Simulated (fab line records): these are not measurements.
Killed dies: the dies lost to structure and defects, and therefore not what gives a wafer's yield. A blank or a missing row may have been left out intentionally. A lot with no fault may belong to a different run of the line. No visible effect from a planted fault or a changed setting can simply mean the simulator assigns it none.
Which tool was responsible?    flow nand-harc    6 lots with 18 wafers sampled at 2 steps, on a route of 1302 steps

== WHAT THE GAUGES READ, wafer by wafer ==
NHARC_P_ZERO_WELL_CD_MEAS_24: target cd 720 nm.
lot   measured      on         cd-nm (nm)
L201  day 2 09:10   cd-sem-02  718.9 717.3 719.8
L205  day 4 00:28   cd-sem-02  705.3 706.4 705.5 705.4 706.1 705.9
L211  day 6 12:28   cd-sem-02  721.3 722.3 721.2
L217  day 9 00:38   cd-sem-01  720.4 720.5 719.5
L219  day 9 20:28   cd-sem-02  722.0 721.2 719.5
L221  day 10 16:28  cd-sem-01  718.2 720.5 720.0

== TOOL THAT RAN EACH LOT (tool first, then ch and the chambers of the sampled wafers, then the start) ==
lot   NHARC_P_ZERO_WELL_EXPOSE_21
L201  krf-scanner-04 ch 0, day 2 09:01
L205  krf-scanner-03 ch 0, day 4 00:19
L211  krf-scanner-03 ch 0, day 6 12:18
L217  krf-scanner-02 ch 0, day 9 00:29
L219  krf-scanner-03 ch 0, day 9 20:19
L221  krf-scanner-02 ch 0, day 10 16:19
- NHARC_P_ZERO_WELL_EXPOSE_21: exposes mask P NWELL, target cd 720 nm.

== THE ANSWER, worked out from the rows above alone ==
Rule: the lots themselves supply what counts as usual. Put in order of their means at a reading, lots are off if they are a third of the lots or fewer, leave a main group of 4 or more, and stand apart from it by a gap of 3 or more times the standard deviation of the main group's means; of several such gaps the widest counts. A main group whose means are all the same, to the digits that the tables above print for the reading, isn't used. Also off: a lot with no number at a reading for which 4 or more lots have one. All remaining lots with rows at the step are treated as sound.
Off, at NHARC_P_ZERO_WELL_CD_MEAS_24 on cd-nm: L205. Mean 720.2 nm and standard deviation 1 in the main group.
If a tool, at a process step before that reading, ran all the lots that are off and no sound lot after the first of them, it fits. Those tools and the gauges at NHARC_P_ZERO_WELL_CD_MEAS_24 are tried in the same way. None of those tried fits.

== WHAT WAS PUT IN BY THE SIMULATOR ==
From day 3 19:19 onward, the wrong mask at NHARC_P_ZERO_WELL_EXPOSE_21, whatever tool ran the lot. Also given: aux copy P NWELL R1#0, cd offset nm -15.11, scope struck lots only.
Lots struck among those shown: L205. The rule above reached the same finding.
